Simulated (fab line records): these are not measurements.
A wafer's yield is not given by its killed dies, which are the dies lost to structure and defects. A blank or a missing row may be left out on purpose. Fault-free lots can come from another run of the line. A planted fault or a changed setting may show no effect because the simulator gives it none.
Chamber matching :: flow n5-finfet :: N5_SPACER0_ALD_00 on ald-sin-04: 4 sister chambers
The step deposits SiOCN, target thk 3.5 nm, pulse time 3 s, purge time 2 s. 20 wafers are shown with their chamber, then 10 later ones without.

== WAFERS PAIRED WITH THEIR CHAMBERS ==
wafer: L078.1
chamber: 3
heater-power-w (W): 933
precursor-pulse-height-rel: 0.974

wafer: L078.2
chamber: 2
heater-power-w (W): 881
precursor-pulse-height-rel: 0.951

wafer: L078.3
chamber: 1
heater-power-w (W): 807
precursor-pulse-height-rel: 0.982

wafer: L079.2
chamber: 0
heater-power-w (W): 794
precursor-pulse-height-rel: 1.001

wafer: L079.4
chamber: 1
heater-power-w (W): 786
precursor-pulse-height-rel: 1.033

wafer: L079.6
chamber: 2
heater-power-w (W): 890
precursor-pulse-height-rel: 1.052

wafer: L080.2
chamber: 1
heater-power-w (W): 795
precursor-pulse-height-rel: 0.992

wafer: L080.4
chamber: 3
heater-power-w (W): 946
precursor-pulse-height-rel: 1.023

wafer: L080.5
chamber: 0
heater-power-w (W): 771
precursor-pulse-height-rel: 0.986

wafer: L081.1
chamber: 1
heater-power-w (W): 804
precursor-pulse-height-rel: 1.021

wafer: L081.4
chamber: 3
heater-power-w (W): 933
precursor-pulse-height-rel: 0.984

wafer: L081.5
chamber: 1
heater-power-w (W): 798
precursor-pulse-height-rel: 1.004

wafer: L082.1
chamber: 1
heater-power-w (W): 779
precursor-pulse-height-rel: 1.020

wafer: L082.4
chamber: 3
heater-power-w (W): 925
precursor-pulse-height-rel: 1.021

wafer: L082.5
chamber: 0
heater-power-w (W): 804
precursor-pulse-height-rel: 0.972

wafer: L085.3
chamber: 2
heater-power-w (W): 874
precursor-pulse-height-rel: 1.014

wafer: L085.4
chamber: 0
heater-power-w (W): 778
precursor-pulse-height-rel: 1.022

wafer: L085.5
chamber: 2
heater-power-w (W): 871
precursor-pulse-height-rel: 1.014

wafer: L089.2
chamber: 0
heater-power-w (W): 802
precursor-pulse-height-rel: 1.002

wafer: L089.4
chamber: 3
heater-power-w (W): 929
precursor-pulse-height-rel: 0.959

SIGNATURES (means of the wafers above)
reading: heater-power-w
chamber 0: 789.80
chamber 1: 794.83
chamber 2: 879.00
chamber 3: 933.20
scatter within a chamber: 10.9

reading: precursor-pulse-height-rel
chamber 0: 0.99660
chamber 1: 1.00867
chamber 2: 1.00775
chamber 3: 0.99220
scatter within a chamber: 0.0272
Rule: distance of a wafer from a chamber = root of the sum over the readings of ((wafer's reading minus chamber's mean) / reading's scatter) squared. The wafer belongs to the nearest chamber; if the next one is less than 2 further off, it can't be placed. The scatter: take each reading less its chamber's mean, square it, sum over the shown wafers, divide by the number of wafers less the number of chambers, and take the root.

== WAFERS MISSING THEIR CHAMBER ==
wafer: L089.6
heater-power-w (W): 927
precursor-pulse-height-rel: 1.024

wafer: L090.2
heater-power-w (W): 824
precursor-pulse-height-rel: 1.013

wafer: L090.3
heater-power-w (W): 892
precursor-pulse-height-rel: 1.026

wafer: L090.6
heater-power-w (W): 881
precursor-pulse-height-rel: 1.019

wafer: L092.2
heater-power-w (W): 797
precursor-pulse-height-rel: 1.011

wafer: L092.4
heater-power-w (W): 778
precursor-pulse-height-rel: 0.994

wafer: L092.5
heater-power-w (W): 887
precursor-pulse-height-rel: 0.961

wafer: L093.2
heater-power-w (W): 890
precursor-pulse-height-rel: 0.992

wafer: L093.3
heater-power-w (W): 942
precursor-pulse-height-rel: 0.998

wafer: L093.5
heater-power-w (W): 808
precursor-pulse-height-rel: 1.007

== WHICH CHAMBER EACH WENT THROUGH ==
wafer: L089.6
from the rows above: 3
in truth: 3

wafer: L090.2
from the rows above: can't be placed: 1 or 0
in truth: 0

wafer: L090.3
from the rows above: 2
in truth: 2

wafer: L090.6
from the rows above: 2
in truth: 2

wafer: L092.2
from the rows above: can't be placed: 1 or 0
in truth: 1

wafer: L092.4
from the rows above: can't be placed: 0 or 1
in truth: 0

wafer: L092.5
from the rows above: 2
in truth: 2

wafer: L093.2
from the rows above: 2
in truth: 2

wafer: L093.3
from the rows above: 3
in truth: 3

wafer: L093.5
from the rows above: can't be placed: 1 or 0
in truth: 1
Correct placement for 6 of the 10. Can't be placed from these rows: 4 (the true chamber is among the candidates in 4). Wrongly placed: 0.
